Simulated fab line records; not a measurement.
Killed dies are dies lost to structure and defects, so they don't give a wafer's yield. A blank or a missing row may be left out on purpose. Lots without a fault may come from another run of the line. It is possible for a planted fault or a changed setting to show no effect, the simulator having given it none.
Which tool did it? / flow nand harc / Sampling: 24 lots, 72 wafers, 6 of 1302 route steps

WHAT THE GAUGES READ, wafer by wafer
NHARC_A_BLC_OVL_MEAS_11. Usual: overlay x nm 0.1 nm, standard deviation 0.92; overlay y nm -0.1 nm, standard deviation 0.83.
lot=L075; measured=day 22 13:34; on=overlay-02; overlay x nm (nm)=0.0 0.5 0.1; overlay y nm (nm)=-2.2 -2.2 -2.4; flag=
lot=L074; measured=day 22 18:26; on=overlay-01; overlay x nm (nm)=0.4 0.9 0.7; overlay y nm (nm)=0.3 0.5 0.3; flag=
lot=L076; measured=day 23 05:27; on=overlay-01; overlay x nm (nm)=-1.5 -0.6 -1.0; overlay y nm (nm)=0.5 0.0 0.2; flag=
lot=L077; measured=day 23 18:54; on=overlay-01; overlay x nm (nm)=-2.8 -2.0 -2.4; overlay y nm (nm)=0.8 0.6 0.8; flag=
lot=L078; measured=day 23 21:17; on=overlay-02; overlay x nm (nm)=1.2 0.6 0.3; overlay y nm (nm)=-0.8 -0.9 -1.0; flag=
lot=L079; measured=day 24 08:22; on=overlay-01; overlay x nm (nm)=-1.3 -0.7 -0.3; overlay y nm (nm)=-0.6 -1.1 -1.0; flag=
lot=L080; measured=day 24 19:34; on=overlay-01; overlay x nm (nm)=1.0 0.7 0.8; overlay y nm (nm)=-0.3 -0.9 -0.6; flag=
lot=L081; measured=day 24 23:55; on=overlay-02; overlay x nm (nm)=-1.1 -0.6 -0.7; overlay y nm (nm)=-0.9 -1.0 -1.1; flag=
lot=L082; measured=day 26 01:13; on=overlay-01; overlay x nm (nm)=0.9 1.1 0.9; overlay y nm (nm)=1.0 0.5 1.1; flag=
lot=L083; measured=day 26 10:10; on=overlay-02; overlay x nm (nm)=0.3 0.1 -0.2; overlay y nm (nm)=-0.8 -0.4 -0.3; flag=
lot=L084; measured=day 26 15:49; on=overlay-01; overlay x nm (nm)=0.4 -0.2 0.4; overlay y nm (nm)=0.9 1.0 0.7; flag=
lot=L086; measured=day 26 23:26; on=overlay-02; overlay x nm (nm)=-0.8 -1.0 -1.3; overlay y nm (nm)=0.6 1.0 0.8; flag=
lot=L085; measured=day 26 23:57; on=overlay-01; overlay x nm (nm)=-0.8 -0.9 -0.2; overlay y nm (nm)=-0.3 -0.1 -0.6; flag=
lot=L087; measured=day 28 05:44; on=overlay-01; overlay x nm (nm)=-0.3 0.2 0.1; overlay y nm (nm)=-0.8 -0.5 -0.8; flag=
lot=L088; measured=day 28 08:19; on=overlay-01; overlay x nm (nm)=1.3 0.7 1.1; overlay y nm (nm)=1.0 1.3 1.3; flag=
lot=L089; measured=day 29 20:16; on=overlay-02; overlay x nm (nm)=1.1 0.6 1.1; overlay y nm (nm)=0.5 1.1 1.1; flag=
lot=L090; measured=day 29 21:54; on=overlay-02; overlay x nm (nm)=0.4 0.4 0.1; overlay y nm (nm)=0.7 0.4 0.6; flag=
lot=L091; measured=day 30 09:56; on=overlay-01; overlay x nm (nm)=0.9 0.5 0.5; overlay y nm (nm)=-0.5 -0.7 -1.2; flag=
lot=L094; measured=day 30 16:04; on=overlay-01; overlay x nm (nm)=-0.1 0.0 0.1; overlay y nm (nm)=0.3 -0.5 0.2; flag=
lot=L092; measured=day 30 13:15; on=overlay-01; overlay x nm (nm)=0.3 0.5 0.0; overlay y nm (nm)=0.9 1.2 0.5; flag=
lot=L093; measured=day 30 19:17; on=overlay-02; overlay x nm (nm)=0.8 0.5 0.4; overlay y nm (nm)=-1.1 -0.8 -0.6; flag=
lot=L096; measured=day 31 11:29; on=overlay-01; overlay x nm (nm)=0.3 0.1 -0.4; overlay y nm (nm)=0.4 -0.1 0.5; flag=
lot=L097; measured=day 31 14:07; on=overlay-01; overlay x nm (nm)=-0.8 -1.1 -0.3; overlay y nm (nm)=-0.3 -0.3 0.6; flag=
lot=L095; measured=day 31 20:53; on=overlay-02; overlay x nm (nm)=1.0 1.0 1.5; overlay y nm (nm)=-0.1 -0.3 0.5; flag=

TOOL THAT RAN EACH LOT (tool first, then ch and the chambers of the sampled wafers, then the start)
lot=L075; NHARC_A_CONTACT_ETCH_128=har cap etch-02 ch 0,1, day 22 01:48; NHARC_A_CONTACT_ETCH_131=har cap etch-02 ch 0,1, day 22 02:20; NHARC_A_CONTACT_ETCH_91=rie diel-02 ch 1,2, day 22 03:29; NHARC_A_CONTACT_ETCH_98=rie diel-13 ch 0,3, day 22 10:35; NHARC_A_CONTACT_CVD_19=cvd w-01 ch 0,1, day 22 13:34 or earlier
lot=L074; NHARC_A_CONTACT_ETCH_128=har cap etch-03 ch 0,1, day 22 05:22; NHARC_A_CONTACT_ETCH_131=har cap etch-03 ch 0,1, day 22 05:53; NHARC_A_CONTACT_ETCH_91=rie diel-13 ch 1,3, day 22 07:02; NHARC_A_CONTACT_ETCH_98=rie diel-02 ch 1,3, day 22 18:26 or earlier; NHARC_A_CONTACT_CVD_19=cvd w-02 ch 0,1, day 22 18:26 or earlier
lot=L076; NHARC_A_CONTACT_ETCH_128=har cap etch-02 ch 0,1, day 22 16:55; NHARC_A_CONTACT_ETCH_131=har cap etch-02 ch 0,1, day 22 17:26; NHARC_A_CONTACT_ETCH_91=rie diel-02 ch 0,1, day 22 18:33; NHARC_A_CONTACT_ETCH_98=rie diel-02 ch 0,1,3, day 23 05:27 or earlier; NHARC_A_CONTACT_CVD_19=cvd w-01 ch 0,1, day 23 05:27 or earlier
lot=L077; NHARC_A_CONTACT_ETCH_128=har cap etch-03 ch 0,1, day 23 03:32; NHARC_A_CONTACT_ETCH_131=har cap etch-03 ch 0,1, day 23 04:04; NHARC_A_CONTACT_ETCH_91=rie diel-02 ch 0,1,2, day 23 05:12; NHARC_A_CONTACT_ETCH_98=rie diel-13 ch 0,1,2, day 23 18:54 or earlier; NHARC_A_CONTACT_CVD_19=cvd w-02 ch 0,1, day 23 18:54 or earlier
lot=L078; NHARC_A_CONTACT_ETCH_128=har cap etch-01 ch 0,1, day 23 07:25; NHARC_A_CONTACT_ETCH_131=har cap etch-01 ch 0,1, day 23 07:57; NHARC_A_CONTACT_ETCH_91=rie diel-02 ch 0,1,2, day 23 09:07; NHARC_A_CONTACT_ETCH_98=rie diel-02 ch 0,3, day 23 21:17 or earlier; NHARC_A_CONTACT_CVD_19=cvd w-02 ch 0,1, day 23 21:17 or earlier
lot=L079; NHARC_A_CONTACT_ETCH_128=har cap etch-03 ch 0,1, day 23 20:38; NHARC_A_CONTACT_ETCH_131=har cap etch-03 ch 0,1, day 23 21:10; NHARC_A_CONTACT_ETCH_91=rie diel-02 ch 0,1,2, day 23 22:19; NHARC_A_CONTACT_ETCH_98=rie diel-02 ch 0,1,2, day 24 08:22 or earlier; NHARC_A_CONTACT_CVD_19=cvd w-02 ch 0,1, day 24 08:22 or earlier
lot=L080; NHARC_A_CONTACT_ETCH_128=har cap etch-01 ch 1, day 24 03:05; NHARC_A_CONTACT_ETCH_131=har cap etch-01 ch 1, day 24 03:37; NHARC_A_CONTACT_ETCH_91=rie diel-02 ch 1,2,3, day 24 04:47; NHARC_A_CONTACT_ETCH_98=rie diel-02 ch 0,2, day 24 19:34 or earlier; NHARC_A_CONTACT_CVD_19=cvd w-02 ch 0,1, day 24 19:34 or earlier
lot=L081; NHARC_A_CONTACT_ETCH_128=har cap etch-02 ch 0,1, day 24 08:32; NHARC_A_CONTACT_ETCH_131=har cap etch-02 ch 0,1, day 24 09:04; NHARC_A_CONTACT_ETCH_91=rie diel-02 ch 2,3, day 24 10:12; NHARC_A_CONTACT_ETCH_98=rie diel-03 ch 0,1,2, day 24 20:35; NHARC_A_CONTACT_CVD_19=cvd w-02 ch 0,1, day 24 23:55 or earlier
lot=L082; NHARC_A_CONTACT_ETCH_128=har cap etch-03 ch 0,1, day 25 13:10; NHARC_A_CONTACT_ETCH_131=har cap etch-03 ch 0,1, day 25 13:52; NHARC_A_CONTACT_ETCH_91=rie diel-13 ch 1,3, day 25 15:14; NHARC_A_CONTACT_ETCH_98=rie diel-13 ch 0,1,2, day 26 01:13 or earlier; NHARC_A_CONTACT_CVD_19=cvd w-01 ch 0,1, day 26 01:13 or earlier
lot=L083; NHARC_A_CONTACT_ETCH_128=har cap etch-01 ch 0,1, day 25 20:22; NHARC_A_CONTACT_ETCH_131=har cap etch-01 ch 0,1, day 25 20:54; NHARC_A_CONTACT_ETCH_91=rie diel-03 ch 2,3, day 25 22:01; NHARC_A_CONTACT_ETCH_98=rie diel-13 ch 0,1, day 26 10:10 or earlier; NHARC_A_CONTACT_CVD_19=cvd w-02 ch 0,1, day 26 10:10 or earlier
lot=L084; NHARC_A_CONTACT_ETCH_128=har cap etch-01 ch 0,1, day 26 04:16; NHARC_A_CONTACT_ETCH_131=har cap etch-01 ch 0,1, day 26 04:47; NHARC_A_CONTACT_ETCH_91=rie diel-02 ch 0,1, day 26 05:55; NHARC_A_CONTACT_ETCH_98=rie diel-02 ch 1,2,3, day 26 15:49 or earlier; NHARC_A_CONTACT_CVD_19=cvd w-02 ch 0,1, day 26 15:49 or earlier
lot=L086; NHARC_A_CONTACT_ETCH_128=har cap etch-03 ch 0,1, day 26 11:08; NHARC_A_CONTACT_ETCH_131=har cap etch-03 ch 0,1, day 26 11:40; NHARC_A_CONTACT_ETCH_91=rie diel-02 ch 0,2,3, day 26 12:49; NHARC_A_CONTACT_ETCH_98=rie diel-02 ch 0,1, day 26 20:07; NHARC_A_CONTACT_CVD_19=cvd w-02 ch 0,1, day 26 23:26 or earlier
lot=L085; NHARC_A_CONTACT_ETCH_128=har cap etch-01 ch 0,1, day 26 11:31; NHARC_A_CONTACT_ETCH_131=har cap etch-01 ch 0,1, day 26 12:03; NHARC_A_CONTACT_ETCH_91=rie diel-02 ch 1,2,3, day 26 13:11; NHARC_A_CONTACT_ETCH_98=rie diel-02 ch 0,1,2, day 26 20:36; NHARC_A_CONTACT_CVD_19=cvd w-01 ch 0,1, day 26 23:57 or earlier
lot=L087; NHARC_A_CONTACT_ETCH_128=har cap etch-03 ch 0,1, day 27 17:35; NHARC_A_CONTACT_ETCH_131=har cap etch-03 ch 0,1, day 27 18:07; NHARC_A_CONTACT_ETCH_91=rie diel-13 ch 0,2, day 27 19:16; NHARC_A_CONTACT_ETCH_98=rie diel-02 ch 1,2,3, day 28 02:38; NHARC_A_CONTACT_CVD_19=cvd w-01 ch 0,1, day 28 05:44 or earlier
lot=L088; NHARC_A_CONTACT_ETCH_128=har cap etch-02 ch 0,1, day 27 19:36; NHARC_A_CONTACT_ETCH_131=har cap etch-02 ch 0,1, day 27 20:08; NHARC_A_CONTACT_ETCH_91=rie diel-02 ch 0,1,3, day 27 21:15; NHARC_A_CONTACT_ETCH_98=rie diel-02 ch 1,2,3, day 28 04:37; NHARC_A_CONTACT_CVD_19=cvd w-01 ch 0,1, day 28 08:19 or earlier
lot=L089; NHARC_A_CONTACT_ETCH_128=har cap etch-03 ch 0,1, day 29 05:05; NHARC_A_CONTACT_ETCH_131=har cap etch-03 ch 0,1, day 29 05:47; NHARC_A_CONTACT_ETCH_91=rie diel-13 ch 0,3, day 29 07:13; NHARC_A_CONTACT_ETCH_98=rie diel-03 ch 0,3, day 29 20:16 or earlier; NHARC_A_CONTACT_CVD_19=cvd w-02 ch 0,1, day 29 20:16 or earlier
lot=L090; NHARC_A_CONTACT_ETCH_128=har cap etch-02 ch 1, day 29 07:50; NHARC_A_CONTACT_ETCH_131=har cap etch-02 ch 1, day 29 08:22; NHARC_A_CONTACT_ETCH_91=rie diel-02 ch 1,2,3, day 29 09:29; NHARC_A_CONTACT_ETCH_98=rie diel-02 ch 0,2,3, day 29 21:54 or earlier; NHARC_A_CONTACT_CVD_19=cvd w-02 ch 0, day 29 21:54 or earlier
lot=L091; NHARC_A_CONTACT_ETCH_128=har cap etch-01 ch 0,1, day 29 21:08; NHARC_A_CONTACT_ETCH_131=har cap etch-01 ch 0,1, day 29 21:40; NHARC_A_CONTACT_ETCH_91=rie diel-03 ch 0,1,2, day 29 22:46; NHARC_A_CONTACT_ETCH_98=rie diel-02 ch 1,2,3, day 30 09:56 or earlier; NHARC_A_CONTACT_CVD_19=cvd w-01 ch 0,1, day 30 09:56 or earlier
lot=L094; NHARC_A_CONTACT_ETCH_128=har cap etch-03 ch 0, day 30 01:25; NHARC_A_CONTACT_ETCH_131=har cap etch-03 ch 0, day 30 02:07; NHARC_A_CONTACT_ETCH_91=rie diel-03 ch 1,2,3, day 30 03:14; NHARC_A_CONTACT_ETCH_98=rie diel-03 ch 1,2, day 30 16:04 or earlier; NHARC_A_CONTACT_CVD_19=cvd w-02 ch 0, day 30 16:04 or earlier
lot=L092; NHARC_A_CONTACT_ETCH_128=har cap etch-02 ch 0,1, day 30 01:29; NHARC_A_CONTACT_ETCH_131=har cap etch-02 ch 0,1, day 30 02:01; NHARC_A_CONTACT_ETCH_91=rie diel-02 ch 0,3, day 30 03:11; NHARC_A_CONTACT_ETCH_98=rie diel-13 ch 2,3, day 30 13:15 or earlier; NHARC_A_CONTACT_CVD_19=cvd w-01 ch 0,1, day 30 13:15 or earlier
lot=L093; NHARC_A_CONTACT_ETCH_128=har cap etch-02 ch 0,1, day 30 06:52; NHARC_A_CONTACT_ETCH_131=har cap etch-02 ch 0,1, day 30 07:23; NHARC_A_CONTACT_ETCH_91=rie diel-02 ch 0,1,3, day 30 08:32; NHARC_A_CONTACT_ETCH_98=rie diel-03 ch 1,2,3, day 30 19:17 or earlier; NHARC_A_CONTACT_CVD_19=cvd w-02 ch 0,1, day 30 19:17 or earlier
lot=L096; NHARC_A_CONTACT_ETCH_128=har cap etch-01 ch 0,1, day 30 23:08; NHARC_A_CONTACT_ETCH_131=har cap etch-01 ch 0,1, day 30 23:40; NHARC_A_CONTACT_ETCH_91=rie diel-02 ch 0,2,3, day 31 00:50; NHARC_A_CONTACT_ETCH_98=rie diel-02 ch 0,2,3, day 31 11:29 or earlier; NHARC_A_CONTACT_CVD_19=cvd w-02 ch 0,1, day 31 11:29 or earlier
lot=L097; NHARC_A_CONTACT_ETCH_128=har cap etch-03 ch 0,1, day 31 01:33; NHARC_A_CONTACT_ETCH_131=har cap etch-03 ch 0,1, day 31 02:05; NHARC_A_CONTACT_ETCH_91=rie diel-03 ch 1,2,3, day 31 03:13; NHARC_A_CONTACT_ETCH_98=rie diel-13 ch 0,2,3, day 31 14:07 or earlier; NHARC_A_CONTACT_CVD_19=cvd w-02 ch 0,1, day 31 14:07 or earlier
lot=L095; NHARC_A_CONTACT_ETCH_128=har cap etch-01 ch 0,1, day 31 08:41; NHARC_A_CONTACT_ETCH_131=har cap etch-01 ch 0,1, day 31 09:13; NHARC_A_CONTACT_ETCH_91=rie diel-03 ch 0,1,3, day 31 10:23; NHARC_A_CONTACT_ETCH_98=rie diel-02 ch 0,1,3, day 31 20:53 or earlier; NHARC_A_CONTACT_CVD_19=cvd w-02 ch 1, day 31 20:53 or earlier
- NHARC_A_CONTACT_ETCH_128: etches the open film in C4F8/O2/Ar, time 197 s, target depth 1918 nm.
- NHARC_A_CONTACT_ETCH_131: etches the open film in C4F8/O2/Ar, time 197 s, target depth 1918 nm.
- NHARC_A_CONTACT_ETCH_91: etches the open film in CH3F/O2, target depth 40 nm, time 85.7 s.
- NHARC_A_CONTACT_ETCH_98: etches the open film in C4F6/O2, target depth 20 nm, time 10 s.
- NHARC_A_CONTACT_CVD_19: deposits W, target thk 300 nm, time 802 s.

AS READ BY THE TOOLS THEMSELVES (means over the sampled wafers that have a number; for cases with no such wafer, the mark the record gives instead)
NHARC_A_CONTACT_ETCH_91. Usual: drypump motor current A 5.8 A, standard deviation 0.38; oes product au 0.935 a.u., standard deviation 0.027; rf vpp V 244.6 V, standard deviation 1.7; showerhead plenum p Torr 2.48 Torr, standard deviation 0.1; throttle valve pct 20.662 %, standard deviation 0.0087.
lot=L075; tool=rie diel-02; drypump motor current A (A)=5.4; oes product au (a.u.)=0.930; rf vpp V (V)=243.1; showerhead plenum p Torr (Torr)=2.42; throttle valve pct (%)=20.658; flag=
lot=L074; tool=rie diel-13; drypump motor current A (A)=6.1; oes product au (a.u.)=0.924; rf vpp V (V)=245.0; showerhead plenum p Torr (Torr)=2.52; throttle valve pct (%)=20.655; flag=
lot=L076; tool=rie diel-02; drypump motor current A (A)=5.4; oes product au (a.u.)=0.925; rf vpp V (V)=245.1; showerhead plenum p Torr (Torr)=2.50; throttle valve pct (%)=20.669; flag=
lot=L077; tool=rie diel-02; drypump motor current A (A)=5.5; oes product au (a.u.)=0.922; rf vpp V (V)=244.0; showerhead plenum p Torr (Torr)=2.44; throttle valve pct (%)=20.661; flag=
lot=L078; tool=rie diel-02; drypump motor current A (A)=5.5; oes product au (a.u.)=0.919; rf vpp V (V)=244.4; showerhead plenum p Torr (Torr)=2.44; throttle valve pct (%)=20.662; flag=
lot=L079; tool=rie diel-02; drypump motor current A (A)=5.5; oes product au (a.u.)=0.924; rf vpp V (V)=244.5; showerhead plenum p Torr (Torr)=2.44; throttle valve pct (%)=20.667; flag=
lot=L080; tool=rie diel-02; drypump motor current A (A)=5.5; oes product au (a.u.)=0.967; rf vpp V (V)=244.2; showerhead plenum p Torr (Torr)=2.46; throttle valve pct (%)=20.662; flag=
lot=L081; tool=rie diel-02; drypump motor current A (A)=5.8; oes product au (a.u.)=0.935; rf vpp V (V)=243.9; showerhead plenum p Torr (Torr)=2.42; throttle valve pct (%)=20.671; flag=
lot=L082; tool=rie diel-13; drypump motor current A (A)=6.2; oes product au (a.u.)=0.989; rf vpp V (V)=246.9; showerhead plenum p Torr (Torr)=2.64; throttle valve pct (%)=20.665; flag=
lot=L083; tool=rie diel-03; drypump motor current A (A)=5.9; oes product au (a.u.)=0.920; rf vpp V (V)=245.1; showerhead plenum p Torr (Torr)=2.49; throttle valve pct (%)=20.671; flag=
lot=L084; tool=rie diel-02; drypump motor current A (A)=5.3; oes product au (a.u.)=0.920; rf vpp V (V)=243.7; showerhead plenum p Torr (Torr)=2.47; throttle valve pct (%)=20.667; flag=
lot=L086; tool=rie diel-02; drypump motor current A (A)=5.6; oes product au (a.u.)=0.913; rf vpp V (V)=245.1; showerhead plenum p Torr (Torr)=2.48; throttle valve pct (%)=20.660; flag=
lot=L085; tool=rie diel-02; drypump motor current A (A)=5.5; oes product au (a.u.)=0.923; rf vpp V (V)=244.1; showerhead plenum p Torr (Torr)=2.45; throttle valve pct (%)=20.670; flag=
lot=L087; tool=rie diel-13; drypump motor current A (A)=6.4; oes product au (a.u.)=0.931; rf vpp V (V)=245.7; showerhead plenum p Torr (Torr)=2.44; throttle valve pct (%)=20.658; flag=
lot=L088; tool=rie diel-02; drypump motor current A (A)=5.4; oes product au (a.u.)=0.991; rf vpp V (V)=245.2; showerhead plenum p Torr (Torr)=2.51; throttle valve pct (%)=20.665; flag=
lot=L089; tool=rie diel-13; drypump motor current A (A)=6.1; oes product au (a.u.)=0.941; rf vpp V (V)=245.7; showerhead plenum p Torr (Torr)=2.54; throttle valve pct (%)=20.673; flag=
lot=L090; tool=rie diel-02; drypump motor current A (A)=5.5; oes product au (a.u.)=0.928; rf vpp V (V)=243.8; showerhead plenum p Torr (Torr)=2.45; throttle valve pct (%)=20.667; flag=
lot=L091; tool=rie diel-03; drypump motor current A (A)=6.1; oes product au (a.u.)=0.927; rf vpp V (V)=244.1; showerhead plenum p Torr (Torr)=2.43; throttle valve pct (%)=20.659; flag=
lot=L094; tool=rie diel-03; drypump motor current A (A)=6.0; oes product au (a.u.)=0.999; rf vpp V (V)=245.0; showerhead plenum p Torr (Torr)=2.50; throttle valve pct (%)=20.674; flag=
lot=L092; tool=rie diel-02; drypump motor current A (A)=5.5; oes product au (a.u.)=0.920; rf vpp V (V)=245.7; showerhead plenum p Torr (Torr)=2.55; throttle valve pct (%)=20.658; flag=
lot=L093; tool=rie diel-02; drypump motor current A (A)=5.4; oes product au (a.u.)=0.927; rf vpp V (V)=244.8; showerhead plenum p Torr (Torr)=2.51; throttle valve pct (%)=20.665; flag=
lot=L096; tool=rie diel-02; drypump motor current A (A)=5.7; oes product au (a.u.)=0.916; rf vpp V (V)=244.6; showerhead plenum p Torr (Torr)=2.47; throttle valve pct (%)=20.656; flag=
lot=L097; tool=rie diel-03; drypump motor current A (A)=6.0; oes product au (a.u.)=0.920; rf vpp V (V)=244.3; showerhead plenum p Torr (Torr)=2.49; throttle valve pct (%)=20.659; flag=
lot=L095; tool=rie diel-03; drypump motor current A (A)=6.1; oes product au (a.u.)=0.933; rf vpp V (V)=245.1; showerhead plenum p Torr (Torr)=2.51; throttle valve pct (%)=20.662; flag=

NHARC_A_CONTACT_ETCH_98. Usual: c4f6 flow sccm 25.00 sccm, standard deviation 0.074; drypump motor current A 5.8 A, standard deviation 0.39; oes product au 0.962 a.u., standard deviation 0.028; rf vpp V 548 V, standard deviation 3.3; showerhead plenum p Torr 3.96 Torr, standard deviation 0.16; throttle valve pct 26.903 %, standard deviation 0.0096.
lot=L075; tool=rie diel-13; c4f6 flow sccm (sccm)=25.00; drypump motor current A (A)=5.8; oes product au (a.u.)=0.956; rf vpp V (V)=544; showerhead plenum p Torr (Torr)=3.77; throttle valve pct (%)=26.905; flag=
lot=L074; tool=rie diel-02; c4f6 flow sccm (sccm)=24.97; drypump motor current A (A)=5.5; oes product au (a.u.)=0.948; rf vpp V (V)=548; showerhead plenum p Torr (Torr)=4.04; throttle valve pct (%)=26.908; flag=
lot=L076; tool=rie diel-02; c4f6 flow sccm (sccm)=25.00; drypump motor current A (A)=5.4; oes product au (a.u.)=0.953; rf vpp V (V)=550; showerhead plenum p Torr (Torr)=4.01; throttle valve pct (%)=26.902; flag=
lot=L077; tool=rie diel-13; c4f6 flow sccm (sccm)=25.03; drypump motor current A (A)=6.4; oes product au (a.u.)=0.943; rf vpp V (V)=549; showerhead plenum p Torr (Torr)=4.02; throttle valve pct (%)=26.909; flag=
lot=L078; tool=rie diel-02; c4f6 flow sccm (sccm)=24.92; drypump motor current A (A)=5.6; oes product au (a.u.)=0.969; rf vpp V (V)=549; showerhead plenum p Torr (Torr)=4.07; throttle valve pct (%)=26.901; flag=
lot=L079; tool=rie diel-02; c4f6 flow sccm (sccm)=25.07; drypump motor current A (A)=5.6; oes product au (a.u.)=0.995; rf vpp V (V)=547; showerhead plenum p Torr (Torr)=3.90; throttle valve pct (%)=26.908; flag=
lot=L080; tool=rie diel-02; c4f6 flow sccm (sccm)=25.02; drypump motor current A (A)=5.6; oes product au (a.u.)=0.999; rf vpp V (V)=548; showerhead plenum p Torr (Torr)=3.94; throttle valve pct (%)=26.901; flag=
lot=L081; tool=rie diel-03; c4f6 flow sccm (sccm)=24.98; drypump motor current A (A)=6.1; oes product au (a.u.)=0.953; rf vpp V (V)=546; showerhead plenum p Torr (Torr)=3.91; throttle valve pct (%)=26.910; flag=
lot=L082; tool=rie diel-13; c4f6 flow sccm (sccm)=24.99; drypump motor current A (A)=6.4; oes product au (a.u.)=0.952; rf vpp V (V)=549; showerhead plenum p Torr (Torr)=4.01; throttle valve pct (%)=26.908; flag=
lot=L083; tool=rie diel-13; c4f6 flow sccm (sccm)=24.98; drypump motor current A (A)=6.4; oes product au (a.u.)=0.942; rf vpp V (V)=551; showerhead plenum p Torr (Torr)=4.12; throttle valve pct (%)=26.904; flag=
lot=L084; tool=rie diel-02; c4f6 flow sccm (sccm)=24.94; drypump motor current A (A)=5.5; oes product au (a.u.)=0.939; rf vpp V (V)=547; showerhead plenum p Torr (Torr)=3.91; throttle valve pct (%)=26.906; flag=
lot=L086; tool=rie diel-02; c4f6 flow sccm (sccm)=24.91; drypump motor current A (A)=5.4; oes product au (a.u.)=0.944; rf vpp V (V)=548; showerhead plenum p Torr (Torr)=3.98; throttle valve pct (%)=26.899; flag=
lot=L085; tool=rie diel-02; c4f6 flow sccm (sccm)=24.98; drypump motor current A (A)=5.5; oes product au (a.u.)=0.995; rf vpp V (V)=546; showerhead plenum p Torr (Torr)=3.89; throttle valve pct (%)=26.903; flag=
lot=L087; tool=rie diel-02; c4f6 flow sccm (sccm)=24.98; drypump motor current A (A)=5.5; oes product au (a.u.)=0.945; rf vpp V (V)=546; showerhead plenum p Torr (Torr)=3.91; throttle valve pct (%)=26.909; flag=
lot=L088; tool=rie diel-02; c4f6 flow sccm (sccm)=24.97; drypump motor current A (A)=5.5; oes product au (a.u.)=0.948; rf vpp V (V)=547; showerhead plenum p Torr (Torr)=3.91; throttle valve pct (%)=26.907; flag=
lot=L089; tool=rie diel-03; c4f6 flow sccm (sccm)=25.00; drypump motor current A (A)=6.0; oes product au (a.u.)=1.021; rf vpp V (V)=549; showerhead plenum p Torr (Torr)=3.97; throttle valve pct (%)=26.890; flag=
lot=L090; tool=rie diel-02; c4f6 flow sccm (sccm)=24.95; drypump motor current A (A)=5.7; oes product au (a.u.)=0.989; rf vpp V (V)=547; showerhead plenum p Torr (Torr)=3.95; throttle valve pct (%)=26.898; flag=
lot=L091; tool=rie diel-02; c4f6 flow sccm (sccm)=25.03; drypump motor current A (A)=5.5; oes product au (a.u.)=0.956; rf vpp V (V)=547; showerhead plenum p Torr (Torr)=3.91; throttle valve pct (%)=26.904; flag=
lot=L094; tool=rie diel-03; c4f6 flow sccm (sccm)=25.05; drypump motor current A (A)=6.1; oes product au (a.u.)=0.943; rf vpp V (V)=549; showerhead plenum p Torr (Torr)=4.02; throttle valve pct (%)=26.903; flag=
lot=L092; tool=rie diel-13; c4f6 flow sccm (sccm)=25.09; drypump motor current A (A)=6.2; oes product au (a.u.)=1.015; rf vpp V (V)=548; showerhead plenum p Torr (Torr)=3.96; throttle valve pct (%)=26.906; flag=
lot=L093; tool=rie diel-03; c4f6 flow sccm (sccm)=25.02; drypump motor current A (A)=6.0; oes product au (a.u.)=0.953; rf vpp V (V)=548; showerhead plenum p Torr (Torr)=3.98; throttle valve pct (%)=26.901; flag=
lot=L096; tool=rie diel-02; c4f6 flow sccm (sccm)=24.98; drypump motor current A (A)=5.7; oes product au (a.u.)=0.934; rf vpp V (V)=547; showerhead plenum p Torr (Torr)=3.94; throttle valve pct (%)=26.899; flag=
lot=L097; tool=rie diel-13; c4f6 flow sccm (sccm)=24.95; drypump motor current A (A)=6.1; oes product au (a.u.)=0.953; rf vpp V (V)=548; showerhead plenum p Torr (Torr)=3.99; throttle valve pct (%)=26.894; flag=
lot=L095; tool=rie diel-02; c4f6 flow sccm (sccm)=24.97; drypump motor current A (A)=5.5; oes product au (a.u.)=0.954; rf vpp V (V)=548; showerhead plenum p Torr (Torr)=3.99; throttle valve pct (%)=26.894; flag=

NHARC_A_CONTACT_CVD_19. Usual: heater power outer w 233 W, standard deviation 21; heater power w 438 W, standard deviation 33; throttle valve pct 7.8 %, standard deviation 0.33.
lot=L075; tool=cvd w-01; heater power outer w (W)=208; heater power w (W)=393; throttle valve pct (%)=7.7; flag=
lot=L074; tool=cvd w-02; heater power outer w (W)=236; heater power w (W)=459; throttle valve pct (%)=7.8; flag=
lot=L076; tool=cvd w-01; heater power outer w (W)=223; heater power w (W)=404; throttle valve pct (%)=7.8; flag=
lot=L077; tool=cvd w-02; heater power outer w (W)=237; heater power w (W)=462; throttle valve pct (%)=7.7; flag=
lot=L078; tool=cvd w-02; heater power outer w (W)=249; heater power w (W)=473; throttle valve pct (%)=7.8; flag=
lot=L079; tool=cvd w-02; heater power outer w (W)=247; heater power w (W)=464; throttle valve pct (%)=7.8; flag=
lot=L080; tool=cvd w-02; heater power outer w (W)=251; heater power w (W)=476; throttle valve pct (%)=7.8; flag=
lot=L081; tool=cvd w-02; heater power outer w (W)=239; heater power w (W)=466; throttle valve pct (%)=7.5; flag=
lot=L082; tool=cvd w-01; heater power outer w (W)=227; heater power w (W)=399; throttle valve pct (%)=7.9; flag=
lot=L083; tool=cvd w-02; heater power outer w (W)=250; heater power w (W)=472; throttle valve pct (%)=7.9; flag=
lot=L084; tool=cvd w-02; heater power outer w (W)=237; heater power w (W)=462; throttle valve pct (%)=7.6; flag=
lot=L086; tool=cvd w-02; heater power outer w (W)=239; heater power w (W)=458; throttle valve pct (%)=7.8; flag=
lot=L085; tool=cvd w-01; heater power outer w (W)=227; heater power w (W)=403; throttle valve pct (%)=8.0; flag=
lot=L087; tool=cvd w-01; heater power outer w (W)=217; heater power w (W)=399; throttle valve pct (%)=7.9; flag=
lot=L088; tool=cvd w-01; heater power outer w (W)=226; heater power w (W)=408; throttle valve pct (%)=8.0; flag=
lot=L089; tool=cvd w-02; heater power outer w (W)=226; heater power w (W)=448; throttle valve pct (%)=7.8; flag=
lot=L090; tool=cvd w-02; heater power outer w (W)=222; heater power w (W)=447; throttle valve pct (%)=7.2; flag=
lot=L091; tool=cvd w-01; heater power outer w (W)=229; heater power w (W)=409; throttle valve pct (%)=8.0; flag=
lot=L094; tool=cvd w-02; heater power outer w (W)=221; heater power w (W)=442; throttle valve pct (%)=7.4; flag=
lot=L092; tool=cvd w-01; heater power outer w (W)=232; heater power w (W)=400; throttle valve pct (%)=8.1; flag=
lot=L093; tool=cvd w-02; heater power outer w (W)=237; heater power w (W)=448; throttle valve pct (%)=7.8; flag=
lot=L096; tool=cvd w-02; heater power outer w (W)=229; heater power w (W)=445; throttle valve pct (%)=7.6; flag=
lot=L097; tool=cvd w-02; heater power outer w (W)=236; heater power w (W)=446; throttle valve pct (%)=7.8; flag=
lot=L095; tool=cvd w-02; heater power outer w (W)=243; heater power w (W)=445; throttle valve pct (%)=8.1; flag=

THE ANSWER, worked out from the rows above alone
Rule: lot off if the mean of its wafers having a number is beyond 3 standard deviations from the usual mean. Also off: a lot with no number at a reading for which 4 or more lots have one. All remaining lots with rows at the step are treated as sound. First the gauges in route order, then the tools' own readings, where a lot's mean is used as printed above. The first step at which some lot is off is used, and at that step the reading that is off furthest; a lot without a number counts as furthest.
Across all readings shown, no lot is off: no conclusion can be drawn from this.

WHAT WAS PUT IN BY THE SIMULATOR
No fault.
